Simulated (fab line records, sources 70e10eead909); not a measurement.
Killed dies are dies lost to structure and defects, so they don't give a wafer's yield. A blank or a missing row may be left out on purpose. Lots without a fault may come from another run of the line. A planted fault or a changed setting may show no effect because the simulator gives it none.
Chamber matching | flow nand_harc | NHARC_P_M2_ETCH_28 on rie_diel-13: 4 sister chambers
The step etches the open film in CF4/N2, target depth 30 nm, time 72.99 s. 16 wafers are shown with their chamber, then 8 later ones without.

WAFERS WITH THEIR CHAMBER
wafer  | chamber | showerhead_plenum_p_Torr (Torr) | drypump_motor_current_A (A) | rf_vpp_V (V)
L835.1 | 2       | 2.59                            | 5.67                        | 313.6
L835.2 | 3       | 2.68                            | 5.76                        | 316.4
L835.6 | 0       | 2.64                            | 5.63                        | 314.9
L839.2 | 0       | 2.64                            | 5.60                        | 313.9
L839.3 | 1       | 2.52                            | 5.14                        | 311.8
L839.4 | 3       | 2.68                            | 5.79                        | 316.6
L840.1 | 1       | 2.52                            | 5.15                        | 313.1
L840.3 | 0       | 2.64                            | 5.64                        | 313.3
L840.4 | 2       | 2.59                            | 5.65                        | 312.9
L841.3 | 3       | 2.68                            | 5.79                        | 314.1
L841.5 | 2       | 2.59                            | 5.67                        | 315.0
L841.6 | 3       | 2.68                            | 5.80                        | 313.9
L842.2 | 1       | 2.52                            | 5.15                        | 311.8
L842.4 | 0       | 2.64                            | 5.62                        | 314.2
L842.5 | 2       | 2.59                            | 5.67                        | 312.7
L843.1 | 3       | 2.67                            | 5.77                        | 316.1

SIGNATURES (means of the wafers above)
reading                  | chamber 0 | chamber 1 | chamber 2 | chamber 3 | scatter within a chamber
showerhead_plenum_p_Torr | 2.6400    | 2.5200    | 2.5900    | 2.6780    | 0.00258
drypump_motor_current_A  | 5.6225    | 5.1467    | 5.6650    | 5.7820    | 0.0139
rf_vpp_V                 | 314.075   | 312.233   | 313.550   | 315.420   | 1.02
Rule: a wafer's distance from a chamber is the root of the sum, over the readings, of the square of ((its reading less the chamber's mean) divided by the reading's scatter). The wafer belongs to the nearest chamber; if the next one is less than 2 further off, it can't be placed. The scatter: the root of (the sum of the squares of (reading less its chamber's mean) over the shown wafers, divided by (wafers less chambers)).

WAFERS WITHOUT THEIR CHAMBER
wafer  | showerhead_plenum_p_Torr (Torr) | drypump_motor_current_A (A) | rf_vpp_V (V)
L843.2 | 2.51                            | 5.16                        | 312.1
L843.3 | 2.64                            | 5.61                        | 315.2
L846.1 | 2.67                            | 5.77                        | 314.0
L846.2 | 2.52                            | 5.14                        | 313.8
L846.4 | 2.64                            | 5.63                        | 314.3
L848.1 | 2.67                            | 5.80                        | 315.3
L848.2 | 2.51                            | 5.17                        | 313.2
L852.2 | 2.51                            | 5.13                        | 312.9

WHICH CHAMBER EACH WENT THROUGH
wafer  | from the rows above | in truth
L843.2 | 1                   | 1
L843.3 | 0                   | 0
L846.1 | 3                   | 3
L846.2 | 1                   | 1
L846.4 | 0                   | 0
L848.1 | 3                   | 3
L848.2 | 1                   | 1
L852.2 | 1                   | 1
Placed correctly: 8 of 8. Can't be placed from these rows: 0. Placed wrongly: 0.
